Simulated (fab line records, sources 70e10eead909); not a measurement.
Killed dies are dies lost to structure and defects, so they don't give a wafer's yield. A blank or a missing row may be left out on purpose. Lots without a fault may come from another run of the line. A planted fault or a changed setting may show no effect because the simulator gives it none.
Chamber matching | flow nand_harc | NHARC_A_WL_FILL_ALD_19 on ald_metal-01: 4 sister chambers
The step deposits TiN, target thk 2 nm, pulse time 3 s, ald cycles 100. 4 wafers are shown with their chamber, then 10 later ones without.

WAFERS WITH THEIR CHAMBER
wafer  | chamber | heater_power_w (W)
L080.6 | 1       | 1063
L083.5 | 3       | 1131
L086.1 | 0       | 1044
L086.4 | 2       | 1175

WAFERS WITHOUT THEIR CHAMBER
wafer  | heater_power_w (W)
L086.5 | 1166
L090.1 | 1021
L090.2 | 1036
L090.3 | 1126
L090.4 | 1191
L090.5 | 1034
L090.6 | 1022
L092.3 | 1046
L092.4 | 1196
L092.6 | 1048

WHICH CHAMBER EACH WENT THROUGH
wafer  | from the rows above     | in truth
L086.5 | can't be placed: 2 or 3 | 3
L090.1 | can't be placed: 0 or 1 | 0
L090.2 | can't be placed: 0 or 1 | 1
L090.3 | 3                       | 3
L090.4 | 2                       | 2
L090.5 | can't be placed: 0 or 1 | 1
L090.6 | can't be placed: 0 or 1 | 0
L092.3 | can't be placed: 0 or 1 | 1
L092.4 | 2                       | 2
L092.6 | can't be placed: 0 or 1 | 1
Placed correctly: 3 of 10. Can't be placed from these rows: 7 (the true chamber is among the candidates in 7). Placed wrongly: 0.
How it was worked out, from the rows above alone: a wafer's distance from a chamber is the root of the sum, over the readings, of the square of ((its reading less the chamber's mean) divided by the reading's scatter). The wafer belongs to the nearest chamber; if the next one is less than 2 further off, it can't be placed. A chamber's mean is the mean of its shown wafers. The scatter: with one shown wafer a chamber, the root of the mean of the squares of how far each hidden wafer lies from its nearest shown one.
